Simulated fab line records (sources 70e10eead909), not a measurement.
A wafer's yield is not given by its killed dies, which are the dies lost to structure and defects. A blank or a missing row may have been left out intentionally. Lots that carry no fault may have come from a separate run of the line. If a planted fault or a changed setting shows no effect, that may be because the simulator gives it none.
Chamber matching | flow nandHarc | aldSin-02 running NHARC_P_GATE_ALD_36: 4 sister chambers
The step deposits SiNx, target thk 20 nm, pulse time 60 s, ald cycles 223. 8 wafers are shown with their chamber, then 8 later ones without.

## EACH WAFER AND ITS CHAMBER
wafer  | chamber | heaterPowerW (W) | heaterPowerOuterW (W)
L083.3 | 0       | 798              | 451
L083.5 | 3       | 836              | 514
L086.4 | 0       | 789              | 459
L086.1 | 1       | 720              | 497
L089.1 | 3       | 847              | 536
L089.3 | 1       | 738              | 486
L089.4 | 2       | 886              | 514
L091.4 | 2       | 891              | 506

## WAFERS WHOSE CHAMBER IS MISSING
wafer  | heaterPowerW (W) | heaterPowerOuterW (W)
L091.3 | 801              | 447
L091.2 | 735              | 498
L094.3 | 881              | 503
L094.4 | 781              | 458
L094.2 | 744              | 506
L097.1 | 901              | 513
L097.4 | 788              | 457
L097.6 | 725              | 495

## EACH ONE'S CHAMBER
wafer  | from the rows above | in truth
L091.3 | 0                   | 0
L091.2 | 1                   | 1
L094.3 | 2                   | 2
L094.4 | 0                   | 0
L094.2 | 1                   | 1
L097.1 | 2                   | 2
L097.4 | 0                   | 0
L097.6 | 1                   | 1
Placed correctly: 8 of 8. Number that these rows cannot place: 0. Number placed wrongly: 0.
How it was worked out, from the rows above alone: a wafer's distance from a chamber is the root of the sum, over the readings, of the square of ((its reading less the chamber's mean) divided by the reading's scatter). If the next closest chamber is less than 2 further off than the closest, the wafer can't be placed; otherwise it belongs to the closest. A chamber's mean is the mean of its shown wafers. The scatter: the root of (the sum of the squares of (reading less its chamber's mean) over the shown wafers, divided by (wafers less chambers)).
